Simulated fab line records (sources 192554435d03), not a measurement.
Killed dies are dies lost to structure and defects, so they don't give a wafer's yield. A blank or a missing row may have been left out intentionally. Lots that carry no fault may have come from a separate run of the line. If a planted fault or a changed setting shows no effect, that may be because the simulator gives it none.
Split-lot experiment :: flow n5-finfet :: on a route of 1938 steps: 7 lots, 21 wafers read

THE SPLIT
At N5_HKMG_FIN_COAT_42 (time 60 s, resist thk 35 nm), the setting spin-rpm was moved away from the recipe's 1500 rpm on 7 of the 21 wafers read, by -10.7% to +9.6%. All remaining wafers had this setting at the recipe value.

The file shows no step between the split and the reading.

THE READING
CAR-ArF_of_HKMG_FIN_COAT_43.thk-nm (the simulator's own value, which no gauge read), in nm, at N5_HKMG_FIN_ETCH_54 (etches SiARC in CF4, target depth 45.5 nm, time 75.8 s). There is no usual value for it anywhere in the file. The 14 wafers here that ran the recipe average 50.9 nm, standard deviation 0.34 nm.

wafer: L074.1
tool, chamber at the split: litho-track-01, 0
spin-rpm as run, rpm: 1500
against the recipe: recipe
CAR-ArF_of_HKMG_FIN_COAT_43.thk-nm, nm: 50.8
against lot-mates on the recipe: -

wafer: L074.2
tool, chamber at the split: litho-track-01, 0
spin-rpm as run, rpm: 1500
against the recipe: recipe
CAR-ArF_of_HKMG_FIN_COAT_43.thk-nm, nm: 50.8
against lot-mates on the recipe: -

wafer: L074.5
tool, chamber at the split: litho-track-01, 0
spin-rpm as run, rpm: 1500
against the recipe: recipe
CAR-ArF_of_HKMG_FIN_COAT_43.thk-nm, nm: 50.6
against lot-mates on the recipe: -

wafer: L078.1
tool, chamber at the split: litho-track-02, 0
spin-rpm as run, rpm: 1500
against the recipe: recipe
CAR-ArF_of_HKMG_FIN_COAT_43.thk-nm, nm: 51.4
against lot-mates on the recipe: -

wafer: L078.3
tool, chamber at the split: litho-track-02, 0
spin-rpm as run, rpm: 1500
against the recipe: recipe
CAR-ArF_of_HKMG_FIN_COAT_43.thk-nm, nm: 51
against lot-mates on the recipe: -

wafer: L078.6
tool, chamber at the split: litho-track-02, 0
spin-rpm as run, rpm: 1401
against the recipe: -6.6%
CAR-ArF_of_HKMG_FIN_COAT_43.thk-nm, nm: 50.2
against lot-mates on the recipe: -1.0

wafer: L080.1
tool, chamber at the split: litho-track-02, 0
spin-rpm as run, rpm: 1565
against the recipe: +4.3%
CAR-ArF_of_HKMG_FIN_COAT_43.thk-nm, nm: 51.4
against lot-mates on the recipe: +0.8

wafer: L080.4
tool, chamber at the split: litho-track-02, 0
spin-rpm as run, rpm: 1565
against the recipe: +4.3%
CAR-ArF_of_HKMG_FIN_COAT_43.thk-nm, nm: 51
against lot-mates on the recipe: +0.4

wafer: L080.5
tool, chamber at the split: litho-track-02, 0
spin-rpm as run, rpm: 1500
against the recipe: recipe
CAR-ArF_of_HKMG_FIN_COAT_43.thk-nm, nm: 50.6
against lot-mates on the recipe: -

wafer: L083.3
tool, chamber at the split: litho-track-01, 0
spin-rpm as run, rpm: 1500
against the recipe: recipe
CAR-ArF_of_HKMG_FIN_COAT_43.thk-nm, nm: 51.4
against lot-mates on the recipe: -

wafer: L083.5
tool, chamber at the split: litho-track-01, 0
spin-rpm as run, rpm: 1500
against the recipe: recipe
CAR-ArF_of_HKMG_FIN_COAT_43.thk-nm, nm: 51.2
against lot-mates on the recipe: -

wafer: L083.6
tool, chamber at the split: litho-track-01, 0
spin-rpm as run, rpm: 1644
against the recipe: +9.6%
CAR-ArF_of_HKMG_FIN_COAT_43.thk-nm, nm: 52.6
against lot-mates on the recipe: +1.3

wafer: L085.1
tool, chamber at the split: litho-track-02, 0
spin-rpm as run, rpm: 1500
against the recipe: recipe
CAR-ArF_of_HKMG_FIN_COAT_43.thk-nm, nm: 51
against lot-mates on the recipe: -

wafer: L085.5
tool, chamber at the split: litho-track-02, 0
spin-rpm as run, rpm: 1500
against the recipe: recipe
CAR-ArF_of_HKMG_FIN_COAT_43.thk-nm, nm: 51
against lot-mates on the recipe: -

wafer: L085.6
tool, chamber at the split: litho-track-02, 0
spin-rpm as run, rpm: 1500
against the recipe: recipe
CAR-ArF_of_HKMG_FIN_COAT_43.thk-nm, nm: 50.8
against lot-mates on the recipe: -

wafer: L088.2
tool, chamber at the split: litho-track-01, 0
spin-rpm as run, rpm: 1630
against the recipe: +8.7%
CAR-ArF_of_HKMG_FIN_COAT_43.thk-nm, nm: 52.6
against lot-mates on the recipe: +1.0

wafer: L088.5
tool, chamber at the split: litho-track-01, 0
spin-rpm as run, rpm: 1500
against the recipe: recipe
CAR-ArF_of_HKMG_FIN_COAT_43.thk-nm, nm: 51.6
against lot-mates on the recipe: -

wafer: L088.6
tool, chamber at the split: litho-track-01, 0
spin-rpm as run, rpm: 1630
against the recipe: +8.7%
CAR-ArF_of_HKMG_FIN_COAT_43.thk-nm, nm: 52.8
against lot-mates on the recipe: +1.2

wafer: L097.1
tool, chamber at the split: litho-track-03, 0
spin-rpm as run, rpm: 1500
against the recipe: recipe
CAR-ArF_of_HKMG_FIN_COAT_43.thk-nm, nm: 50.4
against lot-mates on the recipe: -

wafer: L097.2
tool, chamber at the split: litho-track-03, 0
spin-rpm as run, rpm: 1500
against the recipe: recipe
CAR-ArF_of_HKMG_FIN_COAT_43.thk-nm, nm: 50.6
against lot-mates on the recipe: -

wafer: L097.6
tool, chamber at the split: litho-track-03, 0
spin-rpm as run, rpm: 1339
against the recipe: -10.7%
CAR-ArF_of_HKMG_FIN_COAT_43.thk-nm, nm: 48.4
against lot-mates on the recipe: -2.1

THE FIT
A straight line over all 21 wafers: CAR-ArF_of_HKMG_FIN_COAT_43.thk-nm changes by +0.186 nm for each +1% of spin-rpm; r = +0.91; the points scatter about the line by 0.39 nm.
The same after taking each lot's own level away (the mean of its wafers on the recipe; 21 wafers): +0.153 nm for each +1%; r = +0.97; scatter 0.17 nm.
Per that fit: largest spin-rpm move, reading shift of 1.6 nm.
The span of the lots' own levels, 50.50 to 51.60 nm, comes to 3.2 times the standard deviation stated above.
Thus the slope moves with the lot-to-lot level: the two fits are different.
Check: for one of the wafers moved furthest among these (-10.7%), held out of the fit, the line's prediction against its lot-mates is -1.46 nm. Against them it came out at -2.1 nm.

ADDITIONAL SPLITS CARRIED BY THESE WAFERS
Other splits were also applied to these wafers ahead of the reading. Each is held against what the fit with the lots' levels taken away leaves over:
other split on the same wafers: N5_PMOS_HMC_CHANNEL_EPI_PEB_07 peb-temp-c
wafers away from the commonest value: 6
r with CAR-ArF_of_HKMG_FIN_COAT_43.thk-nm (lot level and that fit taken away): +0.36

other split on the same wafers: N5_PMOS_HMC_CHANNEL_EPI_DEVELOP_08 develop-time-s
wafers away from the commonest value: 7
r with CAR-ArF_of_HKMG_FIN_COAT_43.thk-nm (lot level and that fit taken away): +0.36

other split on the same wafers: N5_FIN_SAQP_PEB_14 peb-time-s
wafers away from the commonest value: 8
r with CAR-ArF_of_HKMG_FIN_COAT_43.thk-nm (lot level and that fit taken away): +0.19

other split on the same wafers: N5_DUMMY_GATE_CVD_03 temp-c
wafers away from the commonest value: 9
r with CAR-ArF_of_HKMG_FIN_COAT_43.thk-nm (lot level and that fit taken away): -0.11

other split on the same wafers: N5_DUMMY_GATE_COAT_28 spin-rpm
wafers away from the commonest value: 5
r with CAR-ArF_of_HKMG_FIN_COAT_43.thk-nm (lot level and that fit taken away): +0.26

other split on the same wafers: N5_SD_EPI_P_PEB_07 peb-time-s
wafers away from the commonest value: 4
r with CAR-ArF_of_HKMG_FIN_COAT_43.thk-nm (lot level and that fit taken away): -0.16

other split on the same wafers: N5_SDB_COAT_05 spin-rpm
wafers away from the commonest value: 7
r with CAR-ArF_of_HKMG_FIN_COAT_43.thk-nm (lot level and that fit taken away): -0.02

THE WHOLE CHAIN: every reading that the file lists as answering this split, in the file's order
step: N5_HKMG_FIN_COAT_42
what it does: time 60 s, resist thk 35 nm
reading: SiARC_of_HKMG_FIN_COAT_42.thk-nm (the simulator's own value, which no gauge read)
change (the file's fit): -0.176 nm for each +1% of the setting
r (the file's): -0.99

step: N5_HKMG_FIN_ETCH_54
what it does: etches SiARC in CF4, target depth 45.5 nm, time 75.8 s
reading: etch.depth-nm (the simulator's own value, which no gauge read)
change (the file's fit): -0.173 nm for each +1% of the setting
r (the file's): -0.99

step: N5_HKMG_FIN_ETCH_54
what it does: etches SiARC in CF4, target depth 45.5 nm, time 75.8 s
reading: CAR-ArF_of_HKMG_FIN_COAT_43.thk-nm (the simulator's own value, which no gauge read)
change (the file's fit): +0.156 nm for each +1% of the setting
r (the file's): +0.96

FILE'S OWN FIT
CAR-ArF_of_HKMG_FIN_COAT_43.thk-nm changes by +0.156 nm for each +1% of spin-rpm, r = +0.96.
